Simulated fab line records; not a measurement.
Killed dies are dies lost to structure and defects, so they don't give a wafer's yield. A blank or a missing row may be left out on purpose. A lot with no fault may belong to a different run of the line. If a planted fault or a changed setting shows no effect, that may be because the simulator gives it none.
fab line records | flow nand-harc
[record] lots = 12 | wafers = 36 | last-day = 25
route steps=1159 shown A_CONTACT@912 END@1159
lots that met no fault: from a run of the same line without faults
start-h: start of the lot's first displayed wafer, in hours after the record's first day | wait-h: hours elapsed since this lot's preceding step | " repeats the value in the row above | L1.1+2: a row that stands for several wafers | - no value, or no start given | * or withheld: withheld | < > ~ a bound
route shown NAME@n: a module of which the file shows steps, and the number in the route of the first | usual: average and standard deviation across the fault-free wafers | same: alike in all rows | chamber/n: place in a boat | sites: the reading at each site | _std_site: standard deviation of those values | _edge_site: inner sites' mean taken away from outer sites' mean | radius-mm: how far each site lies from the wafer's centre | mask NAME#n: copy n | behind: tool/chamber where the wafer was last shaped | hold: the reason the lot was held/the length of the hold in hours/how it ended | device: the n, p or np transistor that did not switch | end of line: at the end of the route, the tests of the same wafers | a step with no rows: only its recipe | killed: the dies lost at the first sort to structure and to defects; this is not the yield of the wafer | map: dies across one wafer; x = killed, . = not, _ = none there
set.NAME: setting as actually run; set.NAME@STEP: the setting as run at that earlier step | model.NAME: the simulator's own value behind a step, which no gauge read
a sample of lots followed through the steps of the route, with each step as a table and each wafer as a row
services: the hour from which a tool's chamber was out of use, counted from the record's first day as start-h (under 0 if before that day), plus the number of hours and why
[[steps]]
[step NHARC_A_CONTACT_ETCH_132]
[recipe] source-w = withheld | pressure-mtorr = 20 | bias-v = 1200 | time-s = 156 | target-depth-a = 9580 | ar-flow-sccm = withheld | c4f8-flow-sccm = withheld | o2-flow-sccm = withheld | chemistry = C4F8/O2/Ar
[usual] chamber-pressure-mTorr = 19.997/0.019 | oes-air-line-au = 1.001/0.022
lot.wafer | tool            | chamber | start-h | wait-h | chamber-pressure-mTorr | oes-air-line-au | rf-hours-counter-h
L170.2    | har-cap-etch-03 | 1       | 385.99  | 0.1    | 20.000                 | 0.954           | 90
L170.1    | "               | 0       | "       | "      | 20.005                 | 1.002           | 90
L170.3    | "               | 1       | "       | "      | 19.998                 | 0.992           | -
L173.1    | har-cap-etch-01 | 0       | 389.00  | 0.1    | 19.990                 | 0.987           | 60
L173.3    | "               | 0       | "       | "      | 19.990                 | 1.012           | -
L173.4    | "               | 1       | "       | "      | 19.995                 | 1.021           | -
L175.1    | har-cap-etch-03 | 1       | 407.98  | 0.1    | 20.042                 | 1.000           | 92
L175.4    | "               | 1       | "       | "      | 19.986                 | 1.037           | -
L175.6    | "               | 1       | "       | "      | 19.992                 | 1.035           | -
L177.2    | har-cap-etch-02 | 1       | 418.59  | 0.1    | 19.994                 | 1.006           | 19
L177.1    | "               | 0       | "       | "      | 20.003                 | 0.990           | 19
L177.5    | "               | 1       | "       | "      | 19.970                 | 0.992           | -
L176.1    | har-cap-etch-03 | 0       | 426.38  | 0.1    | 19.988                 | 1.010           | 96
L176.6    | "               | 0       | "       | "      | 19.995                 | 1.024           | -
L176.5    | "               | 1       | "       | "      | 20.013                 | 0.952           | -
L179.2    | har-cap-etch-01 | 0       | 433.61  | 0.1    | 20.014                 | 1.028           | 69
L179.1    | "               | 1       | "       | "      | 20.027                 | 1.030           | 69
L179.5    | "               | 1       | "       | "      | 20.002                 | 1.024           | -
L184.1    | har-cap-etch-01 | 0       | 448.39  | 0.1    | 20.003                 | 1.015           | 71
L184.4    | "               | 0       | "       | "      | 19.982                 | 1.011           | -
L184.5    | "               | 1       | "       | "      | 20.011                 | 0.986           | -
L182.1    | har-cap-etch-03 | 0       | 461.58  | 0.1    | 19.991                 | 0.988           | 103
L182.2    | "               | 1       | "       | "      | 20.005                 | 1.041           | 103
L182.6    | "               | 1       | "       | "      | 19.988                 | 1.009           | -
L181.1    | har-cap-etch-01 | 0       | 463.79  | 0.1    | 20.019                 | 0.991           | 74
L181.4    | "               | 0       | "       | "      | 20.017                 | 0.983           | -
L181.6    | "               | 1       | "       | "      | 19.990                 | 0.978           | -
L185.1    | har-cap-etch-01 | 1       | 484.01  | 0.1    | 20.019                 | 0.996           | 78
L185.3    | "               | 0       | "       | "      | 20.002                 | 0.991           | -
L185.6    | "               | 1       | "       | "      | 19.965                 | 0.966           | -
L192.2    | har-cap-etch-03 | 0       | 508.93  | 0.1    | 19.987                 | 1.021           | 111
L192.1    | "               | 1       | "       | "      | 19.982                 | 1.003           | 111
L192.6    | "               | 1       | "       | "      | 19.996                 | 1.001           | -
L193.3    | har-cap-etch-02 | 0       | 517.65  | 0.2    | 20.011                 | 0.981           | -
L193.4    | "               | 1       | "       | "      | 19.996                 | 0.991           | -
L193.6    | "               | 0       | "       | "      | 20.013                 | 0.996           | -
[step NHARC_A_CONTACT_ETCH_133]
[recipe] source-w = withheld | pressure-mtorr = 20 | bias-v = 400 | time-s = 195 | target-depth-a = 8400 | ar-flow-sccm = withheld | c4f8-flow-sccm = 11.5 | o2-flow-sccm = 7.2 | chemistry = C4F8/O2/Ar
[usual] chamber-pressure-mTorr = 20.002/0.02 | oes-air-line-au = 1.001/0.019
lot.wafer | tool            | chamber | start-h | wait-h | chamber-pressure-mTorr | oes-air-line-au | rf-hours-counter-h
L170.2    | har-cap-etch-03 | 1       | 386.14  | 0.1    | 19.987                 | 1.052           | 90
L170.1    | "               | 0       | "       | "      | 20.013                 | 0.991           | 90
L170.3    | "               | 1       | "       | "      | 19.977                 | 1.024           | -
L173.1    | har-cap-etch-01 | 0       | 389.15  | 0.1    | 19.986                 | 0.980           | 60
L173.3    | "               | 0       | "       | "      | 20.034                 | 0.983           | -
L173.4    | "               | 1       | "       | "      | 20.027                 | 0.998           | -
L175.1    | har-cap-etch-03 | 1       | 408.12  | 0.1    | 19.973                 | 0.983           | 92
L175.4    | "               | 1       | "       | "      | 19.979                 | 0.999           | -
L175.6    | "               | 1       | "       | "      | 20.030                 | 1.003           | -
L177.2    | har-cap-etch-02 | 1       | 418.73  | 0.1    | 19.987                 | 1.028           | 19
L177.1    | "               | 0       | "       | "      | 20.007                 | 1.007           | 19
L177.5    | "               | 1       | "       | "      | 20.006                 | 0.993           | -
L176.1    | har-cap-etch-03 | 0       | 426.53  | 0.1    | 19.993                 | 0.992           | 96
L176.6    | "               | 0       | "       | "      | 20.020                 | 1.009           | -
L176.5    | "               | 1       | "       | "      | 20.025                 | 1.001           | -
L179.2    | har-cap-etch-01 | 0       | 433.75  | 0.1    | 19.973                 | 0.993           | 69
L179.1    | "               | 1       | "       | "      | 19.984                 | 1.016           | 69
L179.5    | "               | 1       | "       | "      | 20.050                 | 0.988           | -
L184.1    | har-cap-etch-01 | 0       | 448.53  | 0.1    | 19.998                 | 1.011           | 71
L184.4    | "               | 0       | "       | "      | 19.982                 | 0.985           | -
L184.5    | "               | 1       | "       | "      | 20.029                 | 0.984           | -
L182.1    | har-cap-etch-03 | 0       | 461.72  | 0.1    | -                      | -               | -
L182.2    | "               | 1       | "       | "      | -                      | -               | -
L182.6    | "               | 1       | "       | "      | -                      | -               | -
L181.1    | har-cap-etch-01 | 0       | 463.93  | 0.1    | -                      | -               | -
L181.4    | "               | 0       | "       | "      | -                      | -               | -
L181.6    | "               | 1       | "       | "      | -                      | -               | -
L185.1    | har-cap-etch-01 | 1       | 484.16  | 0.1    | 20.033                 | 1.007           | 78
L185.3    | "               | 0       | "       | "      | 20.004                 | 0.985           | -
L185.6    | "               | 1       | "       | "      | 20.033                 | 1.003           | -
L192.2    | har-cap-etch-03 | 0       | 509.07  | 0.1    | 20.013                 | 0.992           | 111
L192.1    | "               | 1       | "       | "      | 20.016                 | 1.022           | 111
L192.6    | "               | 1       | "       | "      | 19.999                 | 0.991           | -
L193.3    | har-cap-etch-02 | 0       | 517.90  | 0.2    | 19.982                 | 0.984           | -
L193.4    | "               | 1       | "       | "      | 20.000                 | 1.004           | -
L193.6    | "               | 0       | "       | "      | 19.992                 | 0.982           | -
[step NHARC_A_CONTACT_ETCH_91]
[recipe] target-depth-a = 400 | over-etch-frac = 0.5 | time-s = 85.7 | ion-energy-ev = 120 | ch3f-flow-sccm = 50 | o2-flow-sccm = 30 | ar-flow-sccm = 200 | rf-w = 500 | bias-w = 100 | chemistry = CH3F/O2
[usual] bias-w = 100.0/0.31 | ch3f-flow-sccm = 50.01/0.15 | drypump-motor-current-A = 5.8/0.37 | oes-product-au = 0.933/0.028 | rf-vpp-V = 243.9/1.2 | showerhead-plenum-p-Torr = 2.43/0.069 | throttle-valve-pct = 20.664/0.009
lot.wafer | tool        | chamber | start-h | wait-h | bias-w | ch3f-flow-sccm | drypump-motor-current-A | oes-product-au | rf-hours-counter-h | rf-vpp-V | showerhead-plenum-p-Torr | throttle-valve-pct
L170.3    | rie-diel-08 | 1       | 386.71  | 0.4    | 100.1  | 49.76          | 5.0                     | 0.928          | 35                 | 243.5    | 2.38                     | 20.663
L170.1    | "           | 2       | "       | "      | 100.2  | 49.94          | 5.9                     | 0.926          | 37                 | 245.3    | 2.52                     | 20.666
L170.2    | "           | 3       | "       | "      | 99.7   | 49.98          | 5.3                     | 0.922          | 38                 | 243.6    | 2.51                     | 20.654
L173.3    | rie-diel-05 | 1       | 389.71  | 0.4    | 100.2  | 49.99          | 5.8                     | 0.935          | 9                  | 243.3    | 2.40                     | 20.658
L173.1    | "           | 2       | "       | "      | 100.4  | 50.06          | 6.1                     | 0.897          | 9                  | 242.2    | 2.39                     | 20.681
L173.4    | "           | 1       | "       | "      | 100.2  | 49.92          | 5.8                     | 0.933          | -                  | 244.4    | 2.40                     | 20.681
L175.1    | rie-diel-05 | 1       | 408.71  | 0.5    | 100.3  | 49.96          | 5.8                     | 0.940          | 11                 | 242.8    | 2.40                     | 20.661
L175.4    | "           | 2       | "       | "      | 99.7   | 50.09          | 6.1                     | 0.905          | 12                 | 242.8    | 2.39                     | 20.672
L175.6    | "           | 1       | "       | "      | 99.9   | 50.16          | 5.8                     | 0.939          | -                  | 243.7    | 2.40                     | 20.676
L177.1    | rie-diel-02 | 1       | 419.30  | 0.5    | 100.1  | 50.31          | 6.0                     | 1.009          | 30                 | 243.8    | 2.52                     | 20.666
L177.2    | "           | 3       | "       | "      | 99.4   | 50.18          | 6.2                     | 0.995          | 26                 | 244.9    | 2.44                     | 20.658
L177.5    | "           | 2       | "       | "      | 99.5   | 49.81          | 5.9                     | 0.985          | -                  | 243.2    | 2.34                     | 20.662
L176.1    | rie-diel-08 | 3       | 427.13  | 0.6    | 99.6   | 49.81          | 5.3                     | 0.916          | 54                 | 244.1    | 2.50                     | 20.661
L176.6    | "           | 0       | "       | "      | 100.0  | 49.94          | 6.1                     | 0.925          | -                  | 242.4    | 2.30                     | 20.651
L176.5    | "           | 1       | "       | "      | 99.8   | 49.79          | 5.0                     | 0.907          | -                  | 243.8    | 2.37                     | 20.667
L179.2    | rie-diel-05 | 0       | 434.33  | 0.5    | 100.1  | 49.87          | 5.9                     | 0.925          | 16                 | 244.8    | 2.48                     | 20.667
L179.1    | "           | 1       | "       | "      | 100.0  | 50.31          | 5.8                     | 0.933          | 15                 | 243.1    | 2.40                     | 20.650
L179.5    | "           | 0       | "       | "      | 99.7   | 49.84          | 5.9                     | 0.928          | -                  | 244.3    | 2.48                     | 20.658
L184.1    | rie-diel-05 | 2       | 449.10  | 0.5    | 100.4  | 50.05          | 6.1                     | 0.903          | 18                 | 243.0    | 2.39                     | 20.665
L184.4    | "           | 0       | "       | "      | 99.8   | 50.11          | 5.9                     | 0.903          | 18                 | 244.8    | 2.47                     | 20.663
L184.5    | "           | 2       | "       | "      | 99.5   | 50.07          | 6.1                     | 0.895          | -                  | 243.8    | 2.39                     | 20.673
L182.1    | rie-diel-02 | 0       | 462.30  | 0.5    | 100.2  | 49.98          | 5.1                     | 0.918          | 41                 | 243.1    | 2.45                     | 20.671
L182.2    | "           | 1       | "       | "      | 100.0  | 50.09          | 6.0                     | 0.914          | 46                 | 243.9    | 2.52                     | 20.676
L182.6    | "           | 3       | "       | "      | 100.6  | 49.66          | 6.2                     | 0.924          | -                  | 242.7    | 2.44                     | 20.655
L181.1    | rie-diel-02 | 3       | 464.55  | 0.6    | 99.9   | 50.04          | 6.2                     | 0.927          | 42                 | 243.9    | 2.44                     | 20.653
L181.4    | "           | 0       | "       | "      | 99.7   | 50.07          | 5.0                     | 0.909          | 42                 | 244.8    | 2.45                     | 20.655
L181.6    | "           | 0       | "       | "      | 100.1  | 50.02          | 5.1                     | 0.916          | -                  | 243.6    | 2.45                     | 20.651
L185.3    | rie-diel-05 | 0       | 484.72  | 0.4    | 100.5  | 50.16          | 5.9                     | 0.905          | 25                 | 246.0    | 2.47                     | 20.666
L185.1    | "           | 2       | "       | "      | 100.3  | 50.01          | 6.1                     | 0.905          | 26                 | 243.9    | 2.38                     | 20.671
L185.6    | "           | 1       | "       | "      | 100.0  | 50.06          | 5.8                     | 0.935          | -                  | 242.1    | 2.39                     | 20.668
L192.1    | rie-diel-08 | 1       | 509.69  | 0.5    | 100.2  | 50.03          | 5.0                     | 0.922          | 10                 | 242.0    | 2.36                     | 20.662
L192.2    | "           | 3       | "       | "      | 99.8   | 50.36          | 5.3                     | 0.909          | 10                 | 244.9    | 2.49                     | 20.663
L192.6    | "           | 1       | "       | "      | 100.2  | 49.96          | 5.0                     | 0.913          | -                  | 244.4    | 2.36                     | 20.671
L193.3    | rie-diel-08 | 3       | 518.45  | 0.5    | 100.5  | 49.71          | 5.3                     | 0.899          | 15                 | 245.0    | 2.49                     | 20.664
L193.4    | "           | 0       | "       | "      | 100.3  | 50.01          | 6.1                     | 0.923          | 12                 | 243.6    | 2.29                     | 20.652
L193.6    | "           | 0       | "       | "      | 100.2  | 49.92          | 6.1                     | 0.920          | -                  | 242.1    | 2.29                     | 20.666
[step NHARC_A_CONTACT_CD_MEAS_80]
[usual] cd-nm = 189.3/0.86
lot.wafer | tool      | chamber | start-h | wait-h | cd-nm
L170.1    | cd-sem-01 | -       | 386.92  | -      | 189.5
L170.2    | "         | -       | "       | "      | 189.8
L170.3    | "         | -       | "       | "      | 190.1
L173.1    | cd-sem-01 | -       | 389.96  | -      | 189.3
L173.3    | "         | -       | "       | "      | 190.3
L173.4    | "         | -       | "       | "      | 190.6
L175.1    | cd-sem-03 | -       | 408.95  | -      | 190.7
L175.4    | "         | -       | "       | "      | 190.1
L175.6    | "         | -       | "       | "      | 190.9
L177.1    | cd-sem-03 | -       | 419.52  | -      | 188.5
L177.2    | "         | -       | "       | "      | 189.0
L177.5    | "         | -       | "       | "      | 188.6
L176.1    | cd-sem-03 | -       | 427.31  | -      | 191.3
L176.5    | "         | -       | "       | "      | 190.1
L176.6    | "         | -       | "       | "      | 191.4
L179.1    | cd-sem-03 | -       | 434.54  | -      | 190.4
L179.2    | "         | -       | "       | "      | 188.9
L179.5    | "         | -       | "       | "      | 189.1
L184.1    | cd-sem-01 | -       | 449.32  | -      | 189.8
L184.4    | "         | -       | "       | "      | 187.4
L184.5    | "         | -       | "       | "      | 189.8
L182.1    | cd-sem-02 | -       | 462.50  | -      | 189.5
L182.2    | "         | -       | "       | "      | 190.0
L182.6    | "         | -       | "       | "      | 190.2
L181.1    | cd-sem-01 | -       | 464.77  | -      | 189.8
L181.4    | "         | -       | "       | "      | 187.9
L181.6    | "         | -       | "       | "      | 188.3
L185.1    | cd-sem-03 | -       | 484.94  | -      | 189.6
L185.3    | "         | -       | "       | "      | 188.7
L185.6    | "         | -       | "       | "      | 189.9
L192.1    | cd-sem-02 | -       | 509.89  | -      | 188.2
L192.2    | "         | -       | "       | "      | 188.5
L192.6    | "         | -       | "       | "      | 188.2
L193.3    | cd-sem-01 | -       | 518.67  | -      | 188.7
L193.4    | "         | -       | "       | "      | 188.7
L193.6    | "         | -       | "       | "      | 189.0
[step NHARC_END_SORT_01]
[recipe] temp-c = 25
[usual] killed-at-array = 26/9.1 | killed-at-other = 0.7/0.9 | killed-at-periphery = 3.6/2.8 | killed-dies = 30/9.2 | killed-open = 3.0/1.9 | killed-short = 2.0/1.4
[same] gross-dies = 677
lot.wafer | tool      | chamber | start-h | wait-h | hold                   | killed-at-array | killed-at-other | killed-at-periphery | killed-dies | killed-open | killed-short
L176.1    | prober-01 | 0       | 481.75  | 2.5    | -                      | 16              | 2               | 3                   | 21          | 0           | 2
L176.5    | prober-01 | 0       | 484.89  | 3.6    | -                      | 9               | 2               | 4                   | 15          | 0           | 1
L176.6    | prober-01 | 0       | 485.67  | 3.9    | -                      | 14              | 1               | 2                   | 17          | 3           | 0
L184.1    | prober-01 | 0       | 512.37  | 2.5    | -                      | 32              | 1               | 1                   | 34          | 1           | 3
L184.4    | prober-01 | 0       | 514.77  | 3.4    | -                      | 33              | 0               | 2                   | 35          | 2           | 1
L184.5    | prober-01 | 0       | 515.56  | 3.7    | -                      | 31              | 1               | 3                   | 35          | 1           | 2
L182.1    | prober-01 | 0       | 526.09  | 2.5    | await-dispo/2.4h/scrap | 677             | 0               | 0                   | 677         | 3           | 1
L182.2    | prober-01 | 0       | 526.89  | 2.8    | await-dispo/2.4h/scrap | 672             | 1               | 4                   | 677         | 1           | 2
L182.6    | prober-01 | 0       | 530.10  | 4.0    | await-dispo/2.4h/scrap | 672             | 0               | 5                   | 677         | 4           | 2
L181.1    | prober-02 | 0       | 537.37  | 2.5    | await-dispo/4.9h/scrap | 672             | 1               | 4                   | 677         | 2           | 2
L181.4    | prober-02 | 0       | 539.78  | 3.4    | await-dispo/4.9h/scrap | 672             | 1               | 4                   | 677         | 4           | 1
L181.6    | prober-02 | 0       | 541.38  | 4.0    | await-dispo/4.9h/scrap | 674             | 1               | 2                   | 677         | 7           | 2
L185.1    | prober-01 | 0       | 561.74  | 2.5    | -                      | 26              | 0               | 11                  | 37          | 4           | 0
L185.3    | prober-01 | 0       | 563.36  | 3.1    | -                      | 16              | 0               | 8                   | 24          | 2           | 3
L185.6    | prober-01 | 0       | 565.79  | 4.0    | -                      | 22              | 1               | 10                  | 33          | 1           | 1
L193.3    | prober-02 | 0       | 586.64  | 3.1    | -                      | 44              | 1               | 3                   | 48          | 4           | 5
L193.4    | prober-02 | 0       | 587.45  | 3.4    | -                      | 24              | 0               | 6                   | 30          | 2           | 4
L193.6    | prober-02 | 0       | 589.06  | 4.0    | -                      | 27              | 0               | 0                   | 27          | 3           | 0
// killed by level:class
L176.1 A_CHANNEL_HOLE_D1:chamber-film-flake=4 A_STAIRCASE:chamber-film-flake=4 A_CONTACT:chamber-film-flake=4 A_M0:chamber-film-flake=2 THIN_TSV:chamber-film-flake=2 P_GATE:geometric-particle:short=1 A_SGD_CUT:geometric-particle:short=1 P_STI:chamber-film-flake=1
L176.5 A_CONTACT:chamber-film-flake=3 P_STI:chamber-film-flake=2 P_GATE:chamber-film-flake=2 A_STAIRCASE:chamber-film-flake=2 THIN_TSV:chamber-film-flake=2 A_WL_FILL:geometric-particle:short=1 A_CHANNEL_HOLE_D1:chamber-film-flake=1 A_CHANNEL_FILL_D1:chamber-film-flake=1
L176.6 A_CHANNEL_HOLE_D1:chamber-film-flake=4 A_CONTACT:chamber-film-flake=4 A_CHANNEL_FILL_D1:chamber-film-flake=2 P_CONTACT:geometric-particle:open=1 A_ONON_D1:geometric-particle:open=1 A_M0:geometric-particle:open=1 P_CONTACT:chamber-film-flake=1 A_STAIRCASE:chamber-film-flake=1
L184.1 A_SLIT:chamber-film-flake=13 A_CONTACT:chamber-film-flake=7 A_CHANNEL_HOLE_D1:chamber-film-flake=6 A_STAIRCASE:chamber-film-flake=3 P_M0:geometric-particle:short=1 A_ONON_D1:geometric-particle:open=1 A_ONON_D1:geometric-particle:short=1 A_WL_FILL:geometric-particle:short=1
L184.4 A_SLIT:chamber-film-flake=12 A_CONTACT:chamber-film-flake=7 A_CHANNEL_HOLE_D1:chamber-film-flake=4 A_STAIRCASE:chamber-film-flake=4 A_WL_FILL:chamber-film-flake=3 P_STI:geometric-particle:open=1 A_WL_FILL:geometric-particle:short=1 A_BLC:geometric-particle:open=1
L184.5 A_SLIT:chamber-film-flake=11 A_STAIRCASE:chamber-film-flake=7 A_CONTACT:chamber-film-flake=5 A_CHANNEL_HOLE_D1:chamber-film-flake=4 P_GATE:chamber-film-flake=2 A_SOURCE_PLATE:geometric-particle:open=1 A_ONON_D1:geometric-particle:short=1 A_M0:geometric-particle:short=1
L182.1 A_CONTACT:area-etch=664 A_CHANNEL_HOLE_D1:chamber-film-flake=4 A_ONON_D1:geometric-particle:open=1 A_SGD_CUT:geometric-particle:short=1 A_CONTACT:geometric-particle:open=1 A_M0:geometric-particle:open=1 A_ZERO_WELL:chamber-film-flake=1 A_STAIRCASE:chamber-film-flake=1
L182.2 A_CONTACT:area-etch=660 A_CHANNEL_HOLE_D1:chamber-film-flake=8 P_M1:chamber-film-flake=3 THIN_TSV:chamber-film-flake=1 A_CONTACT:geometric-particle:open=1 A_CONTACT:geometric-particle:short=1 A_BLC:geometric-particle:short=1 P_ZERO_WELL:chamber-film-flake=1
L182.6 A_CONTACT:area-etch=652 A_CHANNEL_HOLE_D1:chamber-film-flake=7 P_M1:chamber-film-flake=4 A_WL_FILL:chamber-film-flake=3 A_CONTACT:geometric-particle:open=2 A_BLC:geometric-particle:open=2 A_CONTACT:chamber-film-flake=2 A_CONTACT:geometric-particle:short=1
L181.1 A_CONTACT:area-etch=634 A_SLIT:chamber-film-flake=16 A_CHANNEL_HOLE_D1:chamber-film-flake=15 A_CONTACT:chamber-film-flake=4 P_M1:chamber-film-flake=2 P_CONTACT:geometric-particle:short=1 P_M2:geometric-particle:open=1 A_WL_FILL:geometric-particle:open=1
L181.4 A_CONTACT:area-etch=632 A_CHANNEL_HOLE_D1:chamber-film-flake=19 A_SLIT:chamber-film-flake=13 A_STAIRCASE:chamber-film-flake=3 A_WL_FILL:chamber-film-flake=2 P_CONTACT:geometric-particle:open=1 P_M0:geometric-particle:open=1 A_CHANNEL_HOLE_D1:geometric-particle:open=1
L181.6 A_CONTACT:area-etch=642 A_CHANNEL_HOLE_D1:chamber-film-flake=10 A_SLIT:chamber-film-flake=9 A_STAIRCASE:chamber-film-flake=3 A_M0:geometric-particle:open=2 A_CONTACT:chamber-film-flake=2 P_M0:geometric-particle:open=1 P_M2:geometric-particle:open=1
L185.1 A_CHANNEL_HOLE_D1:chamber-film-flake=19 P_BONDPAD:chamber-film-flake=7 A_CONTACT:chamber-film-flake=4 A_M0:geometric-particle:open=2 P_M1:chamber-film-flake=2 P_CONTACT:geometric-particle:open=1 A_CONTACT:geometric-particle:open=1 P_GATE:chamber-film-flake=1
L185.3 A_CHANNEL_HOLE_D1:chamber-film-flake=10 P_BONDPAD:chamber-film-flake=4 A_CONTACT:chamber-film-flake=3 P_GATE:geometric-particle:short=1 P_CONTACT:geometric-particle:open=1 A_CHANNEL_HOLE_D1:geometric-particle:short=1 A_SGD_CUT:geometric-particle:open=1 A_SGD_CUT:geometric-particle:short=1
L185.6 A_CHANNEL_HOLE_D1:chamber-film-flake=19 P_BONDPAD:chamber-film-flake=5 P_ZERO_WELL:chamber-film-flake=2 P_CONTACT:geometric-particle:open=1 P_CONTACT:geometric-particle:short=1 P_M1:chamber-film-flake=1 A_WL_FILL:chamber-film-flake=1 A_CONTACT:chamber-film-flake=1
L193.3 A_SLIT:chamber-film-flake=21 A_CHANNEL_HOLE_D1:chamber-film-flake=8 A_CHANNEL_FILL_D1:geometric-particle:short=2 A_ZERO_WELL:chamber-film-flake=2 A_CONTACT:chamber-film-flake=2 A_SOURCE_PLATE:geometric-particle:open=1 A_ONON_D1:geometric-particle:short=1 A_CHANNEL_FILL_D1:geometric-particle:open=1
L193.4 A_SLIT:chamber-film-flake=11 A_CHANNEL_HOLE_D1:chamber-film-flake=7 P_ZERO_WELL:chamber-film-flake=2 P_GATE:chamber-film-flake=2 P_M0:geometric-particle:short=1 A_ONON_D1:geometric-particle:short=1 A_SGD_CUT:geometric-particle:short=1 A_WL_FILL:geometric-particle:short=1
L193.6 A_SLIT:chamber-film-flake=15 A_CHANNEL_HOLE_D1:chamber-film-flake=7 A_CONTACT:chamber-film-flake=2 A_SOURCE_PLATE:geometric-particle:open=1 A_STAIRCASE:geometric-particle:open=1 A_WL_FILL:geometric-particle:open=1
[[services]]
tool            | chamber | start-h | hours | kind
rie-diel-05     | 0       | 374.40  | -     | clean
rie-diel-05     | 1       | 374.40  | -     | clean
rie-diel-05     | 2       | 374.40  | -     | clean
rie-diel-05     | 3       | 374.40  | -     | clean
rie-diel-02     | 3       | 384.07  | 6.7   | repair
rie-diel-05     | 0       | 398.94  | -     | clean
rie-diel-05     | 1       | 398.94  | -     | clean
rie-diel-05     | 2       | 398.94  | -     | clean
rie-diel-05     | 3       | 398.94  | -     | clean
rie-diel-05     | 0       | 423.44  | -     | clean
rie-diel-05     | 1       | 423.44  | -     | clean
rie-diel-05     | 2       | 423.44  | -     | clean
rie-diel-05     | 3       | 423.44  | -     | clean
rie-diel-02     | 0       | 446.67  | 2.1   | repair
rie-diel-05     | 0       | 447.94  | -     | clean
rie-diel-05     | 1       | 447.94  | -     | clean
rie-diel-05     | 2       | 447.94  | -     | clean
rie-diel-08     | -       | 478.82  | 9.0   | pm
rie-diel-05     | 0       | 492.03  | 5.2   | repair
har-cap-etch-03 | -       | 497.84  | 0.4   | repair
rie-diel-08     | 0       | 503.22  | 3.3   | repair
rie-diel-02     | -       | 505.58  | 9.0   | pm
rie-diel-08     | -       | 509.28  | 0.1   | repair
rie-diel-05     | -       | 517.93  | 9.0   | pm
[[key]]
[first-sign] step = NHARC_A_CONTACT_ETCH_133 | reading = tool-record | direction = missing
[effect] step = NHARC_END_SORT_01 | reading = killed-at-array | direction = up | sigmas = 71 | usual = 26 | struck = 673
[more-kills-born-at] NHARC_A_CONTACT_ETCH_133@har-cap-etch-03 = 1970 | NHARC_A_CONTACT_ETCH_133@har-cap-etch-01 = 1907
met-at NHARC_A_CONTACT_ETCH_133
struck-lots L181,L182
later-rows-left-out L181.1,L181.4,L181.6,L182.1,L182.2,L182.6
tester-left-out L181,L182
not-acting-at NHARC_A_CONTACT_ETCH_132,NHARC_A_CONTACT_ETCH_91,NHARC_A_CONTACT_CD_MEAS_80
onset-between 448.53 461.72
[fault] kind = skipped-step-whole | tool = har-cap-etch-01,har-cap-etch-03 | chamber = - | onset-h = 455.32 | steps = NHARC_A_CONTACT_ETCH_133 | scope = struck-lots-only
// tester-left-out: of these lots the tester's yield and bins aren't shown, on N5 and GAA mostly nor the transistor test; their killed dies are dies lost to structure and defects alone, not to doping, threshold or leakage, so they don't give the yield
// later-rows-left-out: the simulator's readings of these wafers behind a module that went badly wrong aren't trusted and aren't shown, but for the sort
